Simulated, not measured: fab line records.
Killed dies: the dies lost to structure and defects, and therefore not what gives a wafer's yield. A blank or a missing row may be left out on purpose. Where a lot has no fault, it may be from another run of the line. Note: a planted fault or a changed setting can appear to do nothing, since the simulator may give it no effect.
Split-lot experiment / flow n5 finfet / 21 wafers read from 7 lots, route of 1938 steps

== THE SPLIT ITSELF ==
At N5_BEOL_M6_ETCH_62 (etches SOC in N2/H2, target depth 110 nm, overetch 22 nm, time 165 s), the setting time s was moved away from the recipe's 165 s on 6 of the 21 wafers read, by -14.4% to +20.4%. For the rest of the wafers, this setting stayed at what the recipe calls for.

The reading is taken at the split's own step.

== THE READING ==
SiARC_of_BEOL_M6_COAT_60.thk nm (the simulator's own value, which no gauge read), in nm, at N5_BEOL_M6_ETCH_62 (etches SOC in N2/H2, target depth 110 nm, overetch 22 nm, time 165 s). The file gives no usual value for it. Across the 15 wafers here that went through the recipe, the average is 28.4 nm and the standard deviation 0.22 nm.

wafer=L086.1; tool, chamber at the split=rie diel-06, 0,2; time s as run, s=165; against the recipe=recipe; SiARC_of_BEOL_M6_COAT_60.thk nm, nm=28.6; against lot-mates on the recipe=-
wafer=L086.3; tool, chamber at the split=rie diel-06, 0,2; time s as run, s=165; against the recipe=recipe; SiARC_of_BEOL_M6_COAT_60.thk nm, nm=28.6; against lot-mates on the recipe=-
wafer=L086.2; tool, chamber at the split=rie diel-06, 1; time s as run, s=165; against the recipe=recipe; SiARC_of_BEOL_M6_COAT_60.thk nm, nm=28.4; against lot-mates on the recipe=-
wafer=L088.1; tool, chamber at the split=rie diel-01, 2,0; time s as run, s=195.9; against the recipe=+18.7%; SiARC_of_BEOL_M6_COAT_60.thk nm, nm=27; against lot-mates on the recipe=-1.2
wafer=L088.3; tool, chamber at the split=rie diel-01, 2,0; time s as run, s=195.9; against the recipe=+18.7%; SiARC_of_BEOL_M6_COAT_60.thk nm, nm=27; against lot-mates on the recipe=-1.2
wafer=L088.2; tool, chamber at the split=rie diel-01, 1; time s as run, s=165; against the recipe=recipe; SiARC_of_BEOL_M6_COAT_60.thk nm, nm=28.2; against lot-mates on the recipe=-
wafer=L089.2; tool, chamber at the split=rie diel-01, 2; time s as run, s=154.8; against the recipe=-6.2%; SiARC_of_BEOL_M6_COAT_60.thk nm, nm=28.6; against lot-mates on the recipe=+0.5
wafer=L089.4; tool, chamber at the split=rie diel-01, 3; time s as run, s=165; against the recipe=recipe; SiARC_of_BEOL_M6_COAT_60.thk nm, nm=28.2; against lot-mates on the recipe=-
wafer=L089.5; tool, chamber at the split=rie diel-01, 1; time s as run, s=165; against the recipe=recipe; SiARC_of_BEOL_M6_COAT_60.thk nm, nm=28; against lot-mates on the recipe=-
wafer=L090.1; tool, chamber at the split=rie diel-06, 2,1; time s as run, s=165; against the recipe=recipe; SiARC_of_BEOL_M6_COAT_60.thk nm, nm=28.2; against lot-mates on the recipe=-
wafer=L090.5; tool, chamber at the split=rie diel-06, 2,1; time s as run, s=165; against the recipe=recipe; SiARC_of_BEOL_M6_COAT_60.thk nm, nm=28.2; against lot-mates on the recipe=-
wafer=L090.3; tool, chamber at the split=rie diel-06, 0; time s as run, s=198.6; against the recipe=+20.4%; SiARC_of_BEOL_M6_COAT_60.thk nm, nm=27; against lot-mates on the recipe=-1.2
wafer=L092.1; tool, chamber at the split=rie diel-03, 2; time s as run, s=165; against the recipe=recipe; SiARC_of_BEOL_M6_COAT_60.thk nm, nm=28.8; against lot-mates on the recipe=-
wafer=L092.2; tool, chamber at the split=rie diel-03, 1; time s as run, s=165; against the recipe=recipe; SiARC_of_BEOL_M6_COAT_60.thk nm, nm=28.4; against lot-mates on the recipe=-
wafer=L092.5; tool, chamber at the split=rie diel-03, 2; time s as run, s=165; against the recipe=recipe; SiARC_of_BEOL_M6_COAT_60.thk nm, nm=28.6; against lot-mates on the recipe=-
wafer=L093.2; tool, chamber at the split=rie diel-06, 3; time s as run, s=165; against the recipe=recipe; SiARC_of_BEOL_M6_COAT_60.thk nm, nm=28.2; against lot-mates on the recipe=-
wafer=L093.4; tool, chamber at the split=rie diel-06, 0; time s as run, s=165; against the recipe=recipe; SiARC_of_BEOL_M6_COAT_60.thk nm, nm=28.6; against lot-mates on the recipe=-
wafer=L093.5; tool, chamber at the split=rie diel-06, 0; time s as run, s=192.7; against the recipe=+16.8%; SiARC_of_BEOL_M6_COAT_60.thk nm, nm=27.4; against lot-mates on the recipe=-1.0
wafer=L097.1; tool, chamber at the split=rie diel-01, 1; time s as run, s=165; against the recipe=recipe; SiARC_of_BEOL_M6_COAT_60.thk nm, nm=28.2; against lot-mates on the recipe=-
wafer=L097.3; tool, chamber at the split=rie diel-01, 0; time s as run, s=165; against the recipe=recipe; SiARC_of_BEOL_M6_COAT_60.thk nm, nm=28.4; against lot-mates on the recipe=-
wafer=L097.4; tool, chamber at the split=rie diel-01, 3; time s as run, s=141.2; against the recipe=-14.4%; SiARC_of_BEOL_M6_COAT_60.thk nm, nm=29.2; against lot-mates on the recipe=+0.9
Rows listing several chambers each stand for several wafers; the file does not say which wafer went through which chamber.

FIT RESULTS
A straight line over all 21 wafers: SiARC_of_BEOL_M6_COAT_60.thk nm changes by -0.0656 nm for each +1% of time s; r = -0.94; the points scatter about the line by 0.21 nm.
The same after taking each lot's own level away (the mean of its wafers on the recipe; 21 wafers): -0.0625 nm for each +1%; r = -0.98; scatter 0.11 nm.
On that fit, the largest move of time s shifts the reading by 1.3 nm.
The span of the lots' own levels, 28.10 to 28.60 nm, comes to 2.3 times the standard deviation stated above.
Consequently the slope shifts little with the lot-to-lot level, the two slopes agreeing.
Check: -1.29 nm against its lot-mates is what the line predicts for one of the wafers moved furthest among these (+20.4%) when that wafer is left out of the fit. Against them it came out at -1.2 nm.

== OTHER SPLITS ON THESE WAFERS ==
Before the reading, these wafers also passed through other splits. Each is held against what the fit with the lots' levels taken away leaves over:
other split on the same wafers=N5_BEOL_M3_COAT_05 spin rpm; wafers away from the commonest value=11; r with SiARC_of_BEOL_M6_COAT_60.thk nm (lot level and that fit taken away)=-0.25
other split on the same wafers=N5_BEOL_M5_COAT_65 spin rpm; wafers away from the commonest value=10; r with SiARC_of_BEOL_M6_COAT_60.thk nm (lot level and that fit taken away)=+0.30
other split on the same wafers=N5_BEOL_M5_COAT_22 spin rpm; wafers away from the commonest value=8; r with SiARC_of_BEOL_M6_COAT_60.thk nm (lot level and that fit taken away)=+0.01

== THE WHOLE CHAIN: every reading that the file lists as answering this split, in the file's order ==
step=N5_BEOL_M6_ETCH_62; what it does=etches SOC in N2/H2, target depth 110 nm, overetch 22 nm, time 165 s; reading=SiARC_of_BEOL_M6_COAT_60.thk nm (the simulator's own value, which no gauge read); change (the file's fit)=-0.0617 nm for each +1% of the setting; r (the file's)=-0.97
step=N5_BEOL_M6_HM_OPEN_17; what it does=chemistry Cl2/BCl3, target TiN, target depth 20 nm, overetch 6 nm; reading=etch.depth nm (the simulator's own value, which no gauge read); change (the file's fit)=not straight: 19.99 at the lowest setting, 19.89 at the recipe, 17.09 at the highest; r (the file's)=not given

== FILE'S OWN FIT ==
SiARC_of_BEOL_M6_COAT_60.thk nm changes by -0.0617 nm for each +1% of time s, r = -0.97.
